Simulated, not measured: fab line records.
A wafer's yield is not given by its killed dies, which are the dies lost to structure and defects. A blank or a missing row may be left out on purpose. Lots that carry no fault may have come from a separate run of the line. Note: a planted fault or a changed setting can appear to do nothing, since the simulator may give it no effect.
Chamber matching ; flow n5 finfet ; N5_HKMG_FIN_STRIP_92 on rie diel-04 has 4 sister chambers
The step strips SOC in N2/H2, time 20 s. 4 wafers are shown with their chamber, then 8 later ones without.

## WAFERS PAIRED WITH THEIR CHAMBERS
wafer;chamber;showerhead plenum p Torr (Torr)
L085.1;2;3.31
L085.3;0;3.36
L085.4;1;3.32
L086.2;3;3.47

## WAFERS WHOSE CHAMBER IS MISSING
wafer;showerhead plenum p Torr (Torr)
L086.4;3.32
L086.6;3.36
L093.1;3.31
L093.3;3.35
L093.4;3.32
L096.4;3.31
L096.5;3.35
L096.6;3.46

## EACH ONE'S CHAMBER
wafer;from the rows above;in truth
L086.4;can't be placed: 1 or 2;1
L086.6;0;0
L093.1;can't be placed: 2 or 1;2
L093.3;0;0
L093.4;can't be placed: 1 or 2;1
L096.4;can't be placed: 2 or 1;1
L096.5;0;0
L096.6;3;3
4 of 8 placed correctly. Cannot be placed on the basis of these rows: 4; the candidates contain the true chamber in 4. Number placed wrongly: 0.
How it was worked out, from the rows above alone: a wafer's distance from a chamber is the root of the sum, over the readings, of the square of ((its reading less the chamber's mean) divided by the reading's scatter). If the next closest chamber is less than 2 further off than the closest, the wafer can't be placed; otherwise it belongs to the closest. A chamber's mean is the mean of its shown wafers. The scatter: with one shown wafer a chamber, the root of the mean of the squares of how far each hidden wafer lies from its nearest shown one.
